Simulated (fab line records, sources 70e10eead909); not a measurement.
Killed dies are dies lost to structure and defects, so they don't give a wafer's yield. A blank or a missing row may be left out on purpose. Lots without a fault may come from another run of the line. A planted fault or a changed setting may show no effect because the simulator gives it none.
fab line records | flow nand_harc | part 2 of 2: steps 5 to 6 of 6
record lots=21 wafers=63 last_day=32
route steps=1302 shown A_STAIRCASE@809 A_SGD_CUT@906 A_SLIT@922
lots that met no fault: from a run of the same line without faults
start_h: hours from the record's first day to the start of the lot's first wafer shown | wait_h: hours since the lot's step before | " the same as in the row above | L1.1+2: a row that stands for several wafers | - no value, or no start given | * or withheld: withheld | < > ~ a bound
route shown NAME@n: a module of which the file shows steps, and the number in the route of the first | usual: mean/standard deviation of fault-free wafers | same: alike in all rows | chamber/n: place in a boat | sites: the reading at each site | _std_site: their standard deviation | _edge_site: outer sites' mean less inner sites' | radius_mm: how far each site lies from the wafer's centre | mask NAME#n: copy n | behind: the tool/chamber that last shaped the wafer | hold: why the lot was held/for how many hours/how that ended | device: the transistor (n, p or np) that didn't switch | end of line: the same wafers' tests at the end of the route | a step without rows: its recipe alone | killed: dies lost to structure and defects at the first sort, not the wafer's yield | map: a wafer's dies, x killed, . not, _ none there
set.NAME: the setting as run; set.NAME@STEP: as run at that earlier step | model.NAME: the simulator's own value behind a step, which no gauge read
steps of the route over a sample of lots; a table a step, a row a wafer
services: from which hour (start_h, from the record's first day; less than 0 if before it) a tool's chamber was out of use, for how many hours, and why
## steps
# step NHARC_A_SGD_CUT_ETCH_59
# recipe target_depth_a=2600 over_etch_frac=0.25 time_s=406.25 ion_energy_ev=200 n2_flow_sccm=150 h2_flow_sccm=150 ar_flow_sccm=0 rf_w=400 bias_w=150 chemistry=N2/H2
# usual drypump_motor_current_A=5.8/0.48 oes_product_au=0.995/0.0098 rf_vpp_V=431.0/2.4 showerhead_plenum_p_Torr=2.06/0.082 throttle_valve_pct=14.171/0.0086
# columns lot.wafer tool chamber start_h wait_h drypump_motor_current_A oes_product_au rf_hours_counter_h rf_vpp_V showerhead_plenum_p_Torr throttle_valve_pct
L074.3 rie_diel-09 3 - - 6.8 0.998 9 429.4 2.02 14.171
L074.2 " 1 " " 6.2 0.994 9 432.8 2.14 14.171
L074.6 " 3 " " 6.8 0.998 - 429.5 2.02 14.175
L075.3 rie_diel-12 3 - - 5.9 0.990 12 433.2 2.14 14.172
L075.5 " 3 " " 5.9 0.998 - 434.7 2.14 14.184
L075.6 " 0 " " 5.5 0.997 - 429.6 2.00 14.158
L076.4 rie_diel-04 3 - - 4.8 0.995 4 428.2 1.95 14.176
L076.2 " 0 " " 5.1 0.996 4 430.8 2.05 14.158
L076.5 " 0 " " 5.2 0.993 - 433.0 2.05 14.188
L078.4 rie_diel-12 2 - - 5.8 0.999 0 433.3 2.16 14.170
L078.1 " 1 " " 5.5 1.011 0 432.6 2.15 14.171
L078.6 " 2 " " 5.8 0.993 - 432.8 2.16 14.175
L079.2 rie_diel-04 1 - - 5.9 0.999 4 429.9 1.97 14.179
L079.3 " 0 " " 5.2 1.000 4 430.7 2.05 14.164
L079.6 " 2 " " 5.7 1.020 - 427.5 1.94 14.170
L080.1 rie_diel-09 0 - - 6.0 0.996 13 430.7 2.08 14.168
L080.3 " 1 " " 6.2 0.987 14 432.2 2.14 14.169
L080.5 " 2 " " 5.8 0.996 - 433.7 2.17 14.174
L083.2 rie_diel-09 1 - - 6.2 0.983 3 433.2 2.13 14.164
L083.1 " 3 " " 6.8 1.008 2 430.2 2.02 14.187
L083.6 " 1 " " 6.2 0.971 - 434.5 2.13 14.164
L082.2 rie_diel-04 1 - - 5.9 1.014 5 429.9 1.97 14.164
L082.4 " 2 " " 5.8 1.023 6 426.8 1.94 14.188
L082.3 " 3 " " 4.8 0.995 5 427.5 1.95 14.181
L085.3 rie_diel-04 2 - - 5.8 1.020 0 428.6 1.94 14.183
L085.1 " 0 " " 5.1 1.007 0 431.2 2.05 14.176
L085.6 " 1 " " 5.9 0.994 - 428.0 1.97 14.192
L084.2 rie_diel-04 3 - - 4.8 0.986 0 428.0 1.95 14.178
L084.1 " 0 " " 5.2 0.991 0 430.3 2.05 14.156
L084.4 " 1 " " 5.9 0.985 0 428.3 1.97 14.166
L087.2 rie_diel-04 2 - - 5.7 1.003 1 427.3 1.94 14.171
L087.1 " 3 " " 4.8 0.986 1 428.9 1.95 14.186
L087.3 " 0 " " 5.2 1.010 1 431.8 2.05 14.179
L086.3 rie_diel-09 3 - - 6.8 1.006 5 428.5 2.02 14.178
L086.2 " 1 " " 6.2 0.979 6 433.2 2.13 14.176
L086.6 " 2 " " 5.8 0.987 - 432.9 2.17 14.159
L089.3 rie_diel-12 1 - - 5.5 0.988 6 432.8 2.14 14.178
L089.4 " 2 " " 5.8 0.991 5 433.7 2.16 14.166
L089.6 " 1 " " 5.5 0.990 - 432.3 2.14 14.180
L088.4 rie_diel-04 2 - - 5.8 1.010 4 427.4 1.94 14.177
L088.2 " 0 " " 5.2 1.009 3 430.9 2.05 14.166
L088.5 " 3 " " 4.8 0.993 - 427.2 1.95 14.172
L092.3 rie_diel-12 1 - - 5.5 0.991 9 433.7 2.14 14.165
L092.5 " 0 " " 5.6 1.002 - 430.1 2.00 14.187
L092.6 " 1 " " 5.5 1.007 - 434.1 2.14 14.166
L091.1 rie_diel-09 2 - - 5.8 0.988 9 434.1 2.17 14.181
L091.6 " 3 " " 6.8 1.001 - 428.5 2.02 14.166
L091.5 " 0 " " 6.0 0.994 - 429.5 2.07 14.171
L093.3 rie_diel-04 0 - - 5.2 1.012 7 430.2 2.05 14.155
L093.4 " 2 " " 5.7 1.002 8 427.4 1.93 14.164
L093.2 " 3 " " 4.8 0.989 7 429.6 1.95 14.181
L094.4 rie_diel-12 1 - - 5.5 1.004 1 432.3 2.14 14.161
L094.5 " 2 " " 5.8 0.997 - 433.8 2.16 14.167
L094.6 " 3 " " 5.9 0.989 - 433.4 2.14 14.166
L096.1 rie_diel-12 3 - - 5.9 0.986 2 434.8 2.14 14.160
L096.2 " 0 " " 5.6 1.003 2 430.1 2.00 14.161
L096.4 " 1 " " 5.5 0.987 2 433.7 2.14 14.180
L095.2 rie_diel-09 0 - - 6.1 0.992 14 430.9 2.07 14.167
L095.4 " 1 " " 6.2 0.968 14 433.3 2.13 14.177
L095.5 " 3 " " 6.8 1.001 - 431.4 2.01 14.168
L097.1 rie_diel-12 3 - - 5.9 0.987 3 432.0 2.14 14.141
L097.3 " 0 " " 5.6 0.995 2 429.1 2.00 14.180
L097.2 " 2 " " 5.8 0.989 3 433.1 2.16 14.162
# step NHARC_A_SLIT_DEP_25
# recipe target_thk_a=2000 temp_c=400 pressure_torr=6.5 rf_w=900 teos_flow_sccm=161.4 flow_sccm=2650 target_thk_nm=200 gas=O2 material=SiO2
# usual heater_power_w=543/79 mfc_precursor_sccm=161.4/0.51 showerhead_vpp_V=1796/87 throttle_valve_pct=15.8/0.44
# columns lot.wafer tool chamber start_h wait_h heater_power_w mfc_precursor_sccm showerhead_vpp_V throttle_valve_pct
L074.3 pecvd-03 1 419.04 0.1 634 161.1 1764 15.9
L074.2 " 0 " " 560 161.8 1986 15.1
L074.6 " 2 " " 475 161.1 1713 15.0
L075.3 pecvd-02 0 428.06 0.1 582 160.6 1818 15.7
L075.6 " 2 " " 521 161.3 1796 15.9
L075.5 " 0 " " 595 161.0 1808 15.7
L078.1 pecvd-03 0 450.98 0.2 581 162.0 1993 15.0
L078.4 " 1 " " 570 161.3 1753 16.2
L078.6 " 2 " " 523 162.0 1715 15.2
L076.2 pecvd-04 0 451.02 0.2 608 161.0 1652 15.5
L076.4 " 2 " " 535 161.2 1778 15.8
L076.5 " 0 " " 612 161.4 1643 15.7
L079.3 pecvd-02 2 476.34 0.1 491 161.7 1788 16.1
L079.2 " 0 " " 717 161.7 1812 16.0
L079.6 " 0 " " 528 161.2 1807 15.8
L080.3 pecvd-03 0 479.54 0.1 625 161.2 1988 15.0
L080.1 " 2 " " 464 161.6 1727 15.4
L080.5 " 2 " " 485 161.2 1728 15.4
L082.2 pecvd-02 0 513.75 0.1 667 159.9 1827 16.0
L082.3 " 2 " " 601 161.5 1796 16.5
L082.4 " 0 " " 672 161.3 1810 15.9
L083.2 pecvd-04 0 513.84 0.1 611 161.4 1640 15.9
L083.1 " 2 " " 429 161.7 1803 15.8
L083.6 " 2 " " 460 161.6 1792 16.0
L085.1 pecvd-02 2 524.39 0.1 579 162.1 1774 16.4
L085.3 " 1 " " 529 161.6 1816 15.5
L085.6 " 1 " " 542 162.2 1830 15.3
L084.1 pecvd-03 1 524.42 0.1 601 161.0 1764 16.1
L084.2 " 0 " " 612 161.6 1964 15.4
L084.4 " 2 " " 573 161.5 1688 15.4
L086.3 pecvd-02 1 546.99 0.1 478 161.1 1813 15.2
L086.2 " 2 " " 541 161.8 1778 16.4
L086.6 " 2 " " 555 161.8 1783 16.2
L087.2 pecvd-04 2 547.02 0.1 477 160.5 1790 15.9
L087.3 " 0 " " 545 161.8 1622 16.0
L087.1 " 1 " " 353 160.6 1858 16.5
L089.3 pecvd-02 1 555.65 0.1 583 162.0 1831 15.4
L089.6 " 2 " " 553 161.0 1800 16.5
L089.4 " 0 " " 696 161.7 1809 16.2
L088.2 pecvd-03 2 555.71 0.1 496 162.4 1701 15.6
L088.4 " 2 " " 510 160.8 1700 15.4
L088.5 " 0 " " 543 161.6 1958 15.1
L092.3 pecvd-04 2 597.10 0.1 494 160.7 1807 16.0
L092.5 " 2 " " 524 161.0 1827 15.9
L092.6 " 1 " " 321 160.2 1837 16.9
L091.1 pecvd-02 0 597.10 0.1 677 162.1 1814 15.4
L091.6 " 0 " " 532 161.1 1783 15.6
L091.5 " 1 " " 499 160.7 1821 15.9
L093.2 pecvd-04 2 628.88 0.1 548 162.1 1795 15.7
L093.3 " 0 " " 559 161.2 1644 16.0
L093.4 " 2 " " 565 161.5 1812 15.4
L094.4 pecvd-03 1 629.06 0.3 527 161.2 1771 15.8
L094.5 " 2 " " 535 161.5 1712 15.8
L094.6 " 0 " " 561 160.8 1951 15.2
L096.2 pecvd-03 0 638.49 0.1 608 161.8 1963 15.3
L096.1 " 2 " " 568 161.6 1687 15.7
L096.4 " 2 " " 572 161.6 1720 15.6
L095.2 pecvd-04 1 638.49 0.1 436 161.5 1883 16.1
L095.4 " 1 " " 433 160.2 1822 16.1
L095.5 " 0 " " 569 161.1 1644 16.0
L097.3 pecvd-04 2 646.88 0.1 569 161.2 1827 15.6
L097.2 " 0 " " 669 161.0 1644 15.8
L097.1 " 1 " " 333 161.2 1854 15.9
## services
# columns tool chamber start_h hours kind
rie_diel-04 - 330.90 9.0 pm
rie_diel-12 1 342.68 2.5 repair
rie_diel-08 - 344.08 9.0 pm
rie_diel-01 - 357.45 9.0 pm
rie_diel-07 2 388.69 8.6 repair
rie_diel-08 1 388.98 4.8 repair
rie_diel-04 3 405.35 14.3 repair
rie_diel-07 2 441.62 3.3 repair
rie_diel-01 0 445.29 6.0 repair
rie_diel-07 - 447.46 9.0 pm
rie_diel-04 2 449.60 5.0 repair
rie_diel-04 3 453.37 4.6 repair
rie_diel-07 0 505.31 35.7 repair
rie_diel-04 - 508.03 9.0 pm
rie_diel-08 - 521.13 9.0 pm
rie_diel-08 0 531.37 11.6 repair
rie_diel-01 - 534.69 9.0 pm
rie_diel-08 2 535.16 2.0 repair
rie_diel-04 - 568.34 0.2 repair
rie_diel-07 2 584.69 5.3 repair
rie_diel-07 0 597.19 8.2 repair
rie_diel-07 - 604.30 0.7 repair
rie_diel-04 3 624.27 2.4 repair
rie_diel-07 - 625.76 9.0 pm
